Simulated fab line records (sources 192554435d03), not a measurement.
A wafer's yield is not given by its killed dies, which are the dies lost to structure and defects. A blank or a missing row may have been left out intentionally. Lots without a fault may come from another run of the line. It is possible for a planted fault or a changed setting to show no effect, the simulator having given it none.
Problem report in the 8D (eight disciplines) form, filled by code + flow n5-finfet + the parts of the form that need people (team, actions taken, sign-off) are left out

## 1. THE ISSUE
spin-speed-rpm at N5_FIN_CUT_COAT_02 reads a mean of 1748.6 rpm on 6 wafers of 2 lots; wafers without a fault read 1499.9 rpm with a standard deviation of 0.87. So: +99 or more standard deviations from the usual mean.
The step: resist thk 30 nm.
Earliest sighting: wafer L767.1 on litho-track-04 at day 5 08:05. The record holds 28 wafers of 10 lots with a number at this step. Rule for "out", or "out of limits": more than 4 standard deviations from the usual mean. All remaining wafers that have a number are taken as sound.

## 2. WHAT IT IS, WHAT IT ISN'T
| question                    | is                     | is not                                                                          |
|-----------------------------|------------------------|---------------------------------------------------------------------------------|
| which readings at this step | spin-speed-rpm         | -                                                                               |
| which lots                  | L767, L768             | L754, L757, L759, L760, L765, L771, L775, L777                                  |
| which wafers of those lots  | all that have a number | -                                                                               |
| read on which tools         | litho-track-04         | litho-track-03, litho-track-05                                                  |
| when                        | from day 5 08:05       | up to then (15 sound wafers); but 7 sound wafers of L771, L775, L777 came after |

## 3. THE SUSPECTS, EACH WITH WHAT RULES IT OUT
Counting: a tool at any process step up to the reading remains a suspect when it ran all the lots that are out and ran no sound lot after the first of those.
- rie-si-04 at N5_FIN_SAQP_FIN_ETCH_36 (etches the open film in HBr/Cl2/O2, target depth 120 nm, time 50.4 s): ruled out as a lasting fault. The sound lots L777 went through it after L767, its earliest lot that is out (day 5 07:48).
- litho-track-04 at N5_FIN_CUT_COAT_02 (resist thk 30 nm): kept. It processed each lot that is out, first L767 at day 5 08:05, and no sound lot thereafter; up to then, the last sound lot it processed was L765 at day 4 20:42. Its own spin-speed-rpm readings are out on those wafers.
After counting, what remains is litho-track-04 at N5_FIN_CUT_COAT_02.

## 4. THE CAUSE (what the simulator had put in)
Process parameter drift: litho-track-04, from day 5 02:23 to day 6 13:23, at N5_FIN_CUT_COAT_02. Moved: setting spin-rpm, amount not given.
The count eliminated every tool but this one.

## 5. SEQUENCE OF EFFECTS, ordered by route
Each row: a reading whose mean over the struck wafers that have a number lies more than 3 standard deviations from the usual. Readings are gone through only where the record gives a usual standard deviation; hours: the median, over the lots, of the time from a lot's start at the first step in this table giving one to that lot's start at this step; sigmas: the change measured in usual standard deviations.
| hours | step               | reading        | usual      | on struck wafers | change | sigmas      |
|-------|--------------------|----------------|------------|------------------|--------|-------------|
| 0     | N5_FIN_CUT_COAT_02 | spin-speed-rpm | 1499.9 rpm | 1748.6           | +248.7 | +99 or more |
Its process steps:
- N5_FIN_CUT_COAT_02: resist thk 30 nm.
Later steps that measure or inspect, where all struck wafers having a row at the step show a number for every such reading and not one has moved that far: N5_BEOL_M4_RC_MEAS_101.

## 6. HOW IT WOULD HAVE BEEN CAUGHT EARLIER
First out-of-limits reading in this record: day 5 08:05, which is 6 hours after fault onset at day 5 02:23.
